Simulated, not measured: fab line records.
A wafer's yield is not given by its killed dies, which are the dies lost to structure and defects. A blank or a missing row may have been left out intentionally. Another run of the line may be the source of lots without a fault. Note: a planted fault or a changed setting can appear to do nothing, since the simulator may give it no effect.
Matching of chambers ; flow n5Finfet ; N5_HKMG_FIN_ALD_36 on aldMetal-02: 4 sister chambers
The step deposits TiN, target thk 1 nm, pulse time 1 s, purge time 3 s. 8 wafers are shown with their chamber, then 12 later ones without.

WAFERS WITH THEIR CHAMBER
wafer;chamber;heaterPowerW (W);precursorPulseHeightRel
L082.4;0;1055;0.988
L083.5;1;878;0.990
L084.1;0;1042;1.032
L084.2;2;923;0.975
L084.5;3;873;1.019
L089.1;2;937;1.012
L089.2;3;858;1.018
L089.3;1;854;0.998

WAFERS WHOSE CHAMBER IS MISSING
wafer;heaterPowerW (W);precursorPulseHeightRel
L089.4;1106;0.984
L089.5;926;0.985
L089.6;892;1.044
L095.2;889;1.008
L095.5;862;0.968
L095.6;924;1.011
L096.1;941;1.022
L096.2;879;1.024
L096.3;1062;0.971
L096.4;881;0.980
L096.5;937;0.999
L096.6;861;0.970

THE CHAMBER EACH PASSED THROUGH
wafer;from the rows above;in truth
L089.4;0;0
L089.5;2;2
L089.6;can't be placed: 3 or 1 or 2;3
L095.2;can't be placed: 3 or 1 or 2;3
L095.5;can't be placed: 1 or 3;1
L095.6;2;2
L096.1;2;2
L096.2;can't be placed: 3 or 1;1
L096.3;0;0
L096.4;can't be placed: 1 or 3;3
L096.5;2;2
L096.6;can't be placed: 1 or 3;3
Correctly placed: 6 of 12. These rows do not allow placing 6 (true chamber among the candidates in 6). 0 placed wrongly.
How it was worked out, from the rows above alone: a wafer's distance from a chamber is the root of the sum, over the readings, of the square of ((its reading less the chamber's mean) divided by the reading's scatter). The wafer belongs to the nearest chamber; if the next one is less than 2 further off, it can't be placed. A chamber's mean is the mean of its shown wafers. How the scatter is found: for the shown wafers, subtract from each reading the mean of its chamber, square and add these, divide the total by (wafers less chambers), then take the root.
